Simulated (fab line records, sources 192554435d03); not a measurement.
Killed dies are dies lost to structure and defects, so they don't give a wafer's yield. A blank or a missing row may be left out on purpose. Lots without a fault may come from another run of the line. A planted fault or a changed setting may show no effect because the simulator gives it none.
Chamber matching | flow n5_finfet | N5_BEOL_M3_ETCHBACK_99 on rie_diel-06: 4 sister chambers
The step etches SiO2 in CHF3, target depth 5 nm, time 10.4 s. 4 wafers are shown with their chamber, then 11 later ones without.

WAFERS WITH THEIR CHAMBER
wafer  | chamber | showerhead_plenum_p_Torr (Torr)
L084.5 | 1       | 2.12
L087.5 | 2       | 2.25
L088.6 | 0       | 2.20
L089.3 | 3       | 1.99

WAFERS WITHOUT THEIR CHAMBER
wafer  | showerhead_plenum_p_Torr (Torr)
L089.4 | 2.25
L089.6 | 2.12
L092.2 | 1.99
L092.4 | 1.99
L092.5 | 2.19
L094.2 | 2.11
L094.4 | 2.11
L094.6 | 2.25
L097.2 | 1.98
L097.3 | 2.19
L097.4 | 2.25

WHICH CHAMBER EACH WENT THROUGH
wafer  | from the rows above | in truth
L089.4 | 2                   | 2
L089.6 | 1                   | 1
L092.2 | 3                   | 3
L092.4 | 3                   | 3
L092.5 | 0                   | 0
L094.2 | 1                   | 1
L094.4 | 1                   | 1
L094.6 | 2                   | 2
L097.2 | 3                   | 3
L097.3 | 0                   | 0
L097.4 | 2                   | 2
Placed correctly: 11 of 11. Can't be placed from these rows: 0. Placed wrongly: 0.
How it was worked out, from the rows above alone: a wafer's distance from a chamber is the root of the sum, over the readings, of the square of ((its reading less the chamber's mean) divided by the reading's scatter). The wafer belongs to the nearest chamber; if the next one is less than 2 further off, it can't be placed. A chamber's mean is the mean of its shown wafers. The scatter: with one shown wafer a chamber, the root of the mean of the squares of how far each hidden wafer lies from its nearest shown one.
